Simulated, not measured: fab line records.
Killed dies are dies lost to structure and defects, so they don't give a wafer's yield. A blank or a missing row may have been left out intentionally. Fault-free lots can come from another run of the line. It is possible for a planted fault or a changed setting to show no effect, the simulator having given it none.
Chamber matching ; flow n5Finfet ; N5_HKMG_FIN_ALD_75 on aldHk-03 has 4 sister chambers
The step deposits Al2O3, target thk 1 nm, co reactant pulse time 1 s. 8 wafers are shown with their chamber, then 10 later ones without.

WAFERS, EACH WITH ITS CHAMBER
wafer;chamber;heaterPowerW (W);heaterPowerOuterW (W)
L081.2;1;146;72
L082.5;3;130;74
L082.6;0;139;71
L085.3;1;144;73
L085.4;2;178;89
L085.5;0;130;71
L089.1;3;131;73
L089.3;2;178;89

WAFERS MISSING THEIR CHAMBER
wafer;heaterPowerW (W);heaterPowerOuterW (W)
L089.4;139;71
L092.2;132;73
L092.4;180;89
L092.5;152;70
L095.4;136;74
L095.5;138;73
L095.6;128;74
L096.2;180;90
L096.3;145;71
L096.5;173;88

WHICH CHAMBER EACH WENT THROUGH
wafer;from the rows above;in truth
L089.4;0;0
L092.2;3;3
L092.4;2;2
L092.5;can't be placed: 1 or 0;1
L095.4;3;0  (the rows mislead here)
L095.5;can't be placed: 1 or 3 or 0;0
L095.6;3;3
L096.2;2;2
L096.3;can't be placed: 1 or 0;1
L096.5;2;2
Correct placement for 6 of the 10. These rows do not allow placing 3 (true chamber among the candidates in 3). 1 placed wrongly.
How it was worked out, from the rows above alone: a wafer's distance from a chamber is the root of the sum, over the readings, of the square of ((its reading less the chamber's mean) divided by the reading's scatter). If the next closest chamber is less than 2 further off than the closest, the wafer can't be placed; otherwise it belongs to the closest. A chamber's mean is the mean of its shown wafers. The scatter is the square root of a quotient: the sum, over the shown wafers, of each reading's squared deviation from its chamber's mean, divided by wafers minus chambers.
